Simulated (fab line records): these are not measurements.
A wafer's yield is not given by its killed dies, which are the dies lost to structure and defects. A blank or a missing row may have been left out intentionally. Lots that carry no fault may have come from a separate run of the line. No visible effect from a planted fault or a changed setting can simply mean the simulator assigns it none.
Struck lot and sound lot, side by side    flow nand harc    18 out of 1302 route steps
Sound: wafers L237.4, L237.5, L237.6. Wafers L235.2, L235.4, L235.5 were the ones struck. At the end, the cause is stated.
Per side, at each step with rows, come the tool, then ch with its chambers, and then its first start. Under that, the readings that differ: sound wafers    struck wafers    difference of the means    sigmas: that difference in standard deviations of wafers without a fault.
alike: readings with means less than 2 such deviations apart, plus words and numbers identical on both sides. not compared: withheld readings, readings lacking a value on some wafer, bounds such as >300 that could conceal the same value, and numbers that have no deviation in the record and whose values overlap.
Wherever a step has rows on one side only, a row that says differs or no value, or a row with sigmas, the two part there. When numbers do not overlap yet have no deviation, they are printed without sigmas and do not part them. A reading missing from all wafers of one side parts the sides only when that side holds two or more wafers.

NHARC_A_CONTACT_ETCH_102: etches the open film in CF4/O2, target depth 100 nm, overetch 10 nm, time 55 s.
  sound on rie diel-04 ch 2,3, day 31 05:07; struck on rie diel-05 ch 0,1,3, day 29 07:34
  alike: drypump motor current A, oes product au, rf vpp V, showerhead plenum p Torr, throttle valve pct
  not compared: rf hours counter h
NHARC_A_CONTACT_STRIP_55: strips in O2.
  sound on rie diel-04 ch 0,3; struck on rie diel-05 ch 0,1,2
  alike: drypump motor current A, oes product au, rf vpp V, showerhead plenum p Torr, throttle valve pct
  not compared: rf hours counter h
then, 1 step without rows for these wafers: NHARC_A_CONTACT_STRIP_56 (strips in post etch residue remover, time 600 s).
NHARC_A_CONTACT_DEP_57: deposits aC, target thk 5300 nm.
  sound on acl dep-02 ch 0, day 31 07:25; struck on acl dep-01 ch 0, day 29 08:46
  alike: throttle valve pct
NHARC_A_CONTACT_DEP_58: deposits SiON, target thk 90 nm.
  sound on pecvd-01 ch 0,1,2, day 31 09:08; struck on pecvd-03 ch 1,2, day 29 11:30
  alike: heater power w
then, 7 steps without rows for these wafers: NHARC_A_CONTACT_DEHYDRATE_59 (time 120 s); NHARC_A_CONTACT_HMDS_60 (time 30 s); NHARC_A_CONTACT_COAT_61 (time 75 s); NHARC_A_CONTACT_COAT_62 (time 65 s); NHARC_A_CONTACT_COAT_63 (resist thk 90 nm); NHARC_A_CONTACT_SOFTBAKE_64 (time 55 s); NHARC_A_CONTACT_EBR_65.
NHARC_A_CONTACT_EXPOSE_66: exposes mask A CC 2.
  sound on arfi scanner-02 ch 0, day 31 09:38; struck on arfi scanner-01 ch 0, day 29 11:55
reading               sound              struck             difference  sigmas
exposure dose mJ cm2  59.03 58.95 58.99  70.97 70.94 71.03  +11.99      +99 or more
  alike: mask
then, 2 steps without rows for these wafers: NHARC_A_CONTACT_PEB_67 (peb time 65 s); NHARC_A_CONTACT_DEVELOP_68 (develop time 35 s).
NHARC_A_CONTACT_CD_MEAS_69 targets a cd of 300 nm.
  sound on cd sem-01 ch 0, day 31 09:47; struck on cd sem-01 ch 0, day 29 12:02
reading     sound              struck             difference  sigmas
cd nm (nm)  300.7 299.6 299.9  309.4 309.4 308.9  +9.2        +17
NHARC_A_CONTACT_OVL_MEAS_70:
  sound: overlay-01 at day 31 09:52; struck: overlay-01 at day 29 12:08
reading            sound          struck       difference  sigmas
overlay y nm (nm)  0.0 -0.4 -0.3  2.6 2.0 1.5  +2.3        +2
  alike: overlay x nm
-- record jumps: 2 days between struck wafers' starts before vs after; left off in module A_CONTACT, resumes in module END, first step shown is number 1302 of the route --
NHARC_END_SORT_01:
  at this point the record logs the struck wafers (prober-01 ch 0, day 31 22:29) and has no rows for the sound ones

## WHERE THEY PART
Last at NHARC_END_SORT_01 as far as this record goes, first at NHARC_A_CONTACT_EXPOSE_66.

WHY: the cause the simulator had injected
Process parameters drifting: arfi scanner-01 at NHARC_A_CONTACT_EXPOSE_66, beginning at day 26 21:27. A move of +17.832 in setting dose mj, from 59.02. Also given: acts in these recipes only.
